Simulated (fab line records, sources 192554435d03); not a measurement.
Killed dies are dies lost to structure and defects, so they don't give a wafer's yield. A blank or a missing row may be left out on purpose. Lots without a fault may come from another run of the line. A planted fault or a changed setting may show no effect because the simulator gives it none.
fab line records | flow n5_finfet
record lots=4 wafers=11 last_day=18
route steps=1938 shown BEOL_M0_SAQP@646 BEOL_M4@1111
lots that met no fault: from a run of the same line without faults
start_h: hours from the record's first day to the start of the lot's first wafer shown | wait_h: hours since the lot's step before | " the same as in the row above | L1.1+2: a row that stands for several wafers | - no value, or no start given | * or withheld: withheld | < > ~ a bound
route shown NAME@n: a module of which the file shows steps, and the number in the route of the first | usual: mean/standard deviation of fault-free wafers | same: alike in all rows | chamber/n: place in a boat | sites: the reading at each site | _std_site: their standard deviation | _edge_site: outer sites' mean less inner sites' | radius_mm: how far each site lies from the wafer's centre | mask NAME#n: copy n | behind: the tool/chamber that last shaped the wafer | hold: why the lot was held/for how many hours/how that ended | device: the transistor (n, p or np) that didn't switch | end of line: the same wafers' tests at the end of the route | a step without rows: its recipe alone | killed: dies lost to structure and defects at the first sort, not the wafer's yield | map: a wafer's dies, x killed, . not, _ none there
set.NAME: the setting as run; set.NAME@STEP: as run at that earlier step | model.NAME: the simulator's own value behind a step, which no gauge read
lots at some steps of the route; a table a step, a row a wafer
services: from which hour (start_h, from the record's first day; less than 0 if before it) a tool's chamber was out of use, for how many hours, and why
## steps
# step N5_BEOL_M0_SAQP_EXPOSE_11
# recipe mask_id=M0_CORE na=1.35 source_shape=dipole sigma_inner=0.538 sigma_outer=0.738 polarization=te target_cd_nm=42 dose_mj=55
# step N5_BEOL_M0_SAQP_PEB_12
# recipe peb_temp_c=withheld peb_time_s=60 resist=CAR-ArF
# step N5_BEOL_M0_SAQP_DEVELOP_13
# recipe develop_time_s=30 developer=TMAH resist=CAR-ArF dev_temp_c=23 rinse_liquid=diw dry=air_spin
# step N5_BEOL_M0_SAQP_DESCUM_19
# recipe chemistry=O2 time_s=7.9 source_power_w=50 bias_power_w=20 pressure_mtorr=20 rf_frequency_hz=2.712e+07 temp_c=40 resist=CAR-ArF o2_flow_sccm=225
# step N5_BEOL_M0_SAQP_ETCH_83
# recipe chemistry=CF4 target=SiARC target_depth_a=390 mask_material=CAR-ArF time_s=65 ion_energy_ev=80 pressure_mtorr=40 source_w=545 bias_w=36 Ar_flow_sccm=100 cf4_flow_sccm=100 ends=cleared
# step N5_BEOL_M0_SAQP_ETCH_84
# recipe chemistry=N2/H2 target=SOC target_depth_a=1000 overetch_a=200 mask_material=SiARC temp_c=40 time_s=150 ion_energy_ev=200 pressure_mtorr=30 source_w=840 bias_w=150 n2_flow_sccm=200 h2_flow_sccm=200
# step N5_BEOL_M0_SAQP_STRIP_80
# recipe chemistry=N2/H2 temp_c=40 n2_flow_sccm=200 h2_flow_sccm=200 rf_frequency_hz=6e+07
# step N5_BEOL_M0_SAQP_HM_OPEN_112
# recipe chemistry=CHF3/O2 target=SiO2 stop_on=a-Si target_depth_a=120 over_etch_frac=1.25 mask_material=SOC time_s=13.5 pressure_mtorr=30 source_w=650 bias_w=170 Ar_flow_sccm=200 CHF3_flow_sccm=50 O2_flow_sccm=5 ion_energy_ev=200 ends=end_point
# step N5_BEOL_M0_SAQP_STRIP_113
# recipe chemistry=CHF3/O2 resist=SiARC rf_frequency_hz=6e+07
# step N5_BEOL_M0_SAQP_MANDREL_ETCH_20
# recipe target_depth_a=600 chemistry=HBr/Cl2 target=a-Si stop_on=SiNx bt_time_s=10 mask_material=SOC over_etch_frac=0.5 time_s=30 pressure_mtorr=10 icp_w=800 bias_w=75 HBr_flow_sccm=150 Cl2_flow_sccm=80 ends=end_point
# usual drypump_motor_current_A=5.8/0.39 oes_product_au=0.777/0.012 over_etch_frac=0.5/0 throttle_valve_pct=35.51/0.28
# columns lot.wafer tool chamber start_h wait_h drypump_motor_current_A oes_product_au over_etch_frac rf_hours_counter_h throttle_valve_pct model.SOC_of_BEOL_M0_SAQP_COAT_81.thk_nm model.SiNx_of_BEOL_M0_SAQP_PECVD_97.thk_nm
L347.1 rie_si-06 2 174.15 0.0 5.1 0.774 0.5 185 35.30 75.4 17.4
L347.4 " 1 " " 6.0 0.684 0.86887 46 35.93 68.8 14.4
L347.6 " 1 " " 6.0 0.680 0.86887 - 35.94 69 14.6
L348.4 rie_si-06 1 179.39 0.0 6.0 0.682 0.86887 46 35.94 69.6 14.6
L348.6 " 0 " " 6.5 0.707 0.86887 - 35.88 70.2 15
L358.3 rie_si-05 2 242.68 0.0 5.9 0.788 0.5 90 35.61 76.2 18.2
L358.4 " 0 " " 6.4 0.788 0.5 130 35.79 76.2 19
L358.6 " 3 " " 6.0 0.768 0.5 - 35.07 76.4 18.8
L359.1 rie_si-06 0 247.15 0.0 6.4 0.792 0.5 2 35.73 76.2 18.6
L359.4 " 0 " " 6.5 0.781 0.5 - 35.71 76.8 18.6
L359.6 " 1 " " 6.1 0.769 0.5 - 35.77 74.8 18.2
# step N5_BEOL_M0_SAQP_STRIP_86
# recipe chemistry=N2/H2 power_w=500 temp_c=40 pressure_mtorr=50 rf_frequency_hz=6e+07 overash_fraction=0.3 bias_power_w=28 h2_frac=0.5 n2_flow_sccm=300 h2_flow_sccm=300
# step N5_BEOL_M0_SAQP_STRIP_115
# recipe chemistry=post_etch_residue_remover time_s=60 temp_c=25 remover_ph=withheld remover_water_wt_pct=withheld remover_fluoride_wt_pct=withheld
# step N5_BEOL_M0_SAQP_SRD_93
# recipe dry=ipa_marangoni time_s=30 temp_c=23 rinse_liquid=diw
# step N5_BEOL_M0_SAQP_RECESS_114
# recipe chemistry=HF/NH3 target=SiO2 target_depth_a=144 afs_cycles=3 temp_c=30 sublimation_temp_c=180 sublimation_time_s=60
# step N5_BEOL_M0_SAQP_SPACER1_ALD_98
# recipe material=SiO2 target_thk_a=128 temp_c=300 ald_precursor_family=BDEAS ald_co_reactant=O2-plasma pulse_time_s=1 purge_time_s=2 co_reactant_purge_time_s=2 ald_cycles=138 pressure_torr=2
# step N5_BEOL_M0_SAQP_SPACER1_ETCHBACK_99
# recipe chemistry=CHF3/O2 mode=anisotropic_etchback target=SiO2 target_depth_a=154 time_s=7.7 pressure_mtorr=30 source_w=650 bias_w=170 Ar_flow_sccm=200 CHF3_flow_sccm=50 O2_flow_sccm=5 ion_energy_ev=200
# step N5_BEOL_M0_SAQP_MANDREL1_REMOVE_100
# recipe chemistry=HBr/Cl2/O2 bt_time_s=10 target=a-Si stop_on=SiNx endpoint=OES-SiCl over_etch_frac=0.85 icp_w=600 bias_w=30 HBr_flow_sccm=150 Cl2_flow_sccm=80 O2_flow_sccm=5 pressure_mtorr=10
# step N5_BEOL_M0_SAQP_ETCH_101
# recipe chemistry=CH3F/O2 target=SiNx mask_material=SiO2 target_depth_a=299 time_s=42.7 pressure_mtorr=30 source_w=395 bias_w=73 Ar_flow_sccm=150 CH3F_flow_sccm=30 O2_flow_sccm=20 ion_energy_ev=120
# step N5_BEOL_M0_SAQP_ETCH_102
# recipe chemistry=CF4 target=SiO2 target_depth_a=40 ion_energy_ev=350 time_s=4.4 pressure_mtorr=10 icp_w=800 bias_w=400 cf4_flow_sccm=80
# step N5_BEOL_M0_SAQP_MANDREL_ETCH_103
# recipe chemistry=HBr/Cl2 target=a-Si target_depth_a=450 bt_time_s=10 stop_on=SiCN mask_material=SiO2 over_etch_frac=0.8 time_s=27 pressure_mtorr=10 icp_w=800 bias_w=75 HBr_flow_sccm=150 Cl2_flow_sccm=80 ends=end_point
# step N5_BEOL_M0_SAQP_RECESS_104
# recipe chemistry=HF/NH3 target=SiO2 target_depth_a=180 afs_cycles=3 temp_c=30 sublimation_temp_c=180 sublimation_time_s=60
# step N5_BEOL_M0_SAQP_COAT_105
# recipe resist=SOC temp_c=250 time_s=60 spin_rpm=1500 resist_thk_nm=100
# step N5_BEOL_M0_SAQP_ETCH_106
# recipe chemistry=N2/H2 target=SOC target_depth_a=1500 stop_on=SiNx ion_energy_ev=100 bias_w=61 pressure_mtorr=30 source_w=850 n2_flow_sccm=200 h2_flow_sccm=200
# usual drypump_motor_current_A=5.7/0.45 oes_product_au=0.75/0.07 rf_vpp_V=240.5/1.4 showerhead_plenum_p_Torr=2.53/0.089 throttle_valve_pct=17.92/0.21
# columns lot.wafer tool chamber start_h wait_h drypump_motor_current_A oes_product_au rf_hours_counter_h rf_vpp_V showerhead_plenum_p_Torr throttle_valve_pct model.SiNx_of_BEOL_M0_SAQP_PECVD_97.thk_nm
L347.1 rie_diel-02 3 176.26 - 4.9 0.74 199 239.2 2.41 18.10 14.4
L347.4 " 3 " " 4.9 0.73 - 237.9 2.41 18.10 11.4
L347.6 " 2 " " 5.9 0.76 - 240.6 2.55 18.12 11.8
L348.4 rie_diel-04 1 182.54 - 5.2 0.67 - 241.6 2.62 18.08 11.6
L348.6 " 3 " " 6.3 0.85 - 242.6 2.70 17.88 12
L358.3 rie_diel-02 3 244.92 - 4.9 0.72 224 239.4 2.40 18.14 15.2
L358.4 " 0 " " 5.7 0.93 16 240.6 2.62 17.72 16
L358.6 " 3 " " 4.9 0.72 - 239.5 2.40 18.14 15.8
L359.1 rie_diel-02 3 249.15 - 4.9 0.72 225 239.4 2.40 18.14 15.6
L359.4 " 2 " " 5.9 0.75 161 241.4 2.54 18.13 15.6
L359.6 " 0 " " 5.7 0.92 - 242.0 2.62 17.73 15.2
# step N5_BEOL_M0_SAQP_ETCH_107
# recipe chemistry=CH3F/O2 target=SiNx target_depth_a=300 mask_material=SOC pressure_mtorr=30 source_w=395 bias_w=73 Ar_flow_sccm=150 CH3F_flow_sccm=30 O2_flow_sccm=20 ion_energy_ev=120
# step N5_BEOL_M4_RC_MEAS_101
# usual DIBL_N=36.0/1.8 DIBL_P=36.3/2.4 IOFF_N=0.16/0.035 IOFF_P=0.21/0.036 ION_N=673/13 ION_P=461/7.2 SS_N=71.4/0.6 SS_P=73.2/0.7 VT_N=250/4 VT_P=-250.9/2.9
# columns lot.wafer tool chamber start_h wait_h DIBL_N[mV/V] DIBL_P[mV/V] IOFF_N[nA/um] IOFF_P[nA/um] ION_N[uA/um] ION_P[uA/um] SS_N[mV/dec] SS_P[mV/dec] VT_N[mV] VT_P[mV]
L347.1 prober-01 0 227.24 0.0 35.5 36.2 0.13 0.20 670 459 70.3 73.5 254 -251.5
L347.4 " 0 " " 38.4 39.8 0.18 0.28 664 463 71.5 73.8 253 -247.4
L347.6 " 0 " " 36.6 36.9 0.13 0.22 661 456 70.8 73.2 253 -249.7
L348.4 prober-01 0 248.54 0.5 35.6 35.8 0.14 0.19 659 459 71.1 73.6 248 -254.0
L348.6 " 0 " " 35.3 33.7 0.13 0.16 668 456 70.9 72.8 254 -255.8
L359.1 prober-01 0 318.29 0.0 38.7 38.4 0.19 0.24 686 467 72.1 73.6 246 -247.2
L359.4 " 0 " " 39.2 37.3 0.19 0.22 676 459 71.9 74.3 248 -250.4
L359.6 " 0 " " 38.1 37.2 0.17 0.22 672 456 72.2 73.8 247 -249.7
L358.3 prober-02 0 320.03 0.3 35.2 35.6 0.13 0.19 652 459 70.8 73.2 253 -253.7
L358.4 " 0 " " 35.7 35.4 0.13 0.19 677 464 71.1 72.7 252 -252.5
L358.6 " 0 " " 36.8 38.2 0.16 0.23 671 462 71.4 73.4 250 -249.5
## services
# columns tool chamber start_h hours kind
rie_si-06 0 152.79 8.9 repair
rie_diel-02 0 174.77 - clean
rie_diel-02 0 174.77 - consumable_replace:focus_ring
rie_diel-02 0 174.77 19.6 scheduled_down
rie_diel-02 0 174.77 19.6 vent_cycle
rie_diel-04 0 176.83 7.2 repair
rie_si-06 0 184.04 24.3 repair
rie_si-05 3 185.43 8.7 repair
rie_diel-02 1 194.32 - clean
rie_diel-02 1 194.32 - consumable_replace:focus_ring
rie_diel-02 1 194.32 25.5 scheduled_down
rie_diel-02 1 194.32 25.5 vent_cycle
rie_diel-04 0 204.06 8.8 repair
rie_si-05 1 221.21 - clean
rie_si-05 1 221.21 12.3 scheduled_down
rie_si-05 1 221.21 12.3 vent_cycle
rie_diel-04 1 225.88 - clean
rie_diel-04 1 225.88 - consumable_replace:focus_ring
rie_diel-04 1 225.88 31.8 scheduled_down
rie_diel-04 1 225.88 31.8 vent_cycle
rie_si-06 3 235.69 5.6 repair
rie_si-06 2 241.28 - clean
rie_si-06 2 241.28 31.4 scheduled_down
rie_si-06 2 241.28 31.4 vent_cycle
## key
first_sign step=N5_BEOL_M0_SAQP_MANDREL_ETCH_20 reading=over_etch_frac direction=up sigmas=99+ usual=0.5 struck=0.86887
effect step=N5_BEOL_M0_SAQP_MANDREL_ETCH_20 reading=oes_product_au direction=down sigmas=7.5 usual=0.777 struck=0.688
model_effect step=N5_BEOL_M0_SAQP_MANDREL_ETCH_20 value=SOC_of_BEOL_M0_SAQP_COAT_81.thk_nm without=75.45 struck=69.4
model_effect step=N5_BEOL_M0_SAQP_ETCH_106 value=SiNx_of_BEOL_M0_SAQP_PECVD_97.thk_nm without=14.9 struck=11.7
met_at N5_BEOL_M0_SAQP_MANDREL_ETCH_20
struck_wafers L347.4,L347.6,L348.4,L348.6
fault kind=process_parameter_drift tool=rie_si-06 chamber=- onset_h=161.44 steps=N5_BEOL_M0_SAQP_MANDREL_ETCH_20 channel=over_etch_frac offset=0.36887 shape=step end_h=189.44 scope=struck_wafers_only acts_in=these_recipes_only stated=0.5
